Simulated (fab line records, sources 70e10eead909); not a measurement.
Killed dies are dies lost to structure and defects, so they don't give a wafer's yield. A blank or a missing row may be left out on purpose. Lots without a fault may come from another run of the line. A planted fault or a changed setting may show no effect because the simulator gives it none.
Chamber matching | flow nand_harc | NHARC_P_ZERO_WELL_DESCUM_26 on rie_diel-08: 4 sister chambers
The step chemistry O2, time 3 s. 4 wafers are shown with their chamber, then 8 later ones without.

WAFERS WITH THEIR CHAMBER
wafer  | chamber | showerhead_plenum_p_Torr (Torr)
L083.3 | 2       | 1.90
L083.4 | 1       | 2.02
L090.3 | 0       | 1.97
L093.2 | 3       | 1.91

WAFERS WITHOUT THEIR CHAMBER
wafer  | showerhead_plenum_p_Torr (Torr)
L093.4 | 1.89
L093.5 | 1.96
L094.1 | 1.96
L094.3 | 1.89
L094.4 | 1.91
L096.1 | 2.00
L096.3 | 1.96
L096.6 | 1.89

WHICH CHAMBER EACH WENT THROUGH
wafer  | from the rows above     | in truth
L093.4 | can't be placed: 2 or 3 | 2
L093.5 | 0                       | 0
L094.1 | 0                       | 0
L094.3 | can't be placed: 2 or 3 | 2
L094.4 | can't be placed: 3 or 2 | 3
L096.1 | can't be placed: 1 or 0 | 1
L096.3 | 0                       | 0
L096.6 | can't be placed: 2 or 3 | 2
Placed correctly: 3 of 8. Can't be placed from these rows: 5 (the true chamber is among the candidates in 5). Placed wrongly: 0.
How it was worked out, from the rows above alone: a wafer's distance from a chamber is the root of the sum, over the readings, of the square of ((its reading less the chamber's mean) divided by the reading's scatter). The wafer belongs to the nearest chamber; if the next one is less than 2 further off, it can't be placed. A chamber's mean is the mean of its shown wafers. The scatter: with one shown wafer a chamber, the root of the mean of the squares of how far each hidden wafer lies from its nearest shown one.
